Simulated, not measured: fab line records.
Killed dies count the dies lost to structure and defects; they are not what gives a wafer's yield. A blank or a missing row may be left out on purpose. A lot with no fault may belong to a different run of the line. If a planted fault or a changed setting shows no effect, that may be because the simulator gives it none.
Chamber matching | flow n5Finfet | N5_MOL_CONTACT_COAG_ETCHBACK_134 on rieDiel-04 has 4 sister chambers
The step etches SiO2 in CHF3, target depth 10 nm, time 6.7 s. 8 wafers are shown with their chamber, then 10 later ones without.

## WAFERS WITH THEIR CHAMBER
wafer  | chamber | drypumpMotorCurrentA (A) | rfVppV (V)
L078.6 | 0       | 5.7                      | 516
L079.1 | 2       | 6.1                      | 534
L079.6 | 1       | 6.3                      | 514
L082.1 | 3       | 5.1                      | 540
L082.2 | 1       | 6.3                      | 512
L082.5 | 3       | 5.1                      | 541
L091.1 | 2       | 6.1                      | 535
L091.2 | 0       | 5.8                      | 524

## WAFERS WITHOUT THEIR CHAMBER
wafer  | drypumpMotorCurrentA (A) | rfVppV (V)
L091.4 | 5.1                      | 541
L093.1 | 6.1                      | 535
L093.3 | 5.1                      | 541
L093.5 | 5.8                      | 524
L095.3 | 6.3                      | 514
L095.4 | 5.1                      | 541
L095.6 | 6.1                      | 534
L097.3 | 5.8                      | 524
L097.5 | 5.1                      | 542
L097.6 | 5.8                      | 525

## CHAMBER TAKEN BY EACH
wafer  | from the rows above | in truth
L091.4 | 3                   | 3
L093.1 | 2                   | 2
L093.3 | 3                   | 3
L093.5 | 0                   | 0
L095.3 | 1                   | 1
L095.4 | 3                   | 3
L095.6 | 2                   | 2
L097.3 | 0                   | 0
L097.5 | 3                   | 3
L097.6 | 0                   | 0
Correctly placed: 10 of 10. From these rows, 0 cannot be placed. Placed wrongly: 0.
How it was worked out, from the rows above alone: a wafer's distance from a chamber is the root of the sum, over the readings, of the square of ((its reading less the chamber's mean) divided by the reading's scatter). The wafer belongs to the nearest chamber; if the next one is less than 2 further off, it can't be placed. For every chamber, the mean is computed from those of its wafers that are shown. How the scatter is found: for the shown wafers, subtract from each reading the mean of its chamber, square and add these, divide the total by (wafers less chambers), then take the root.
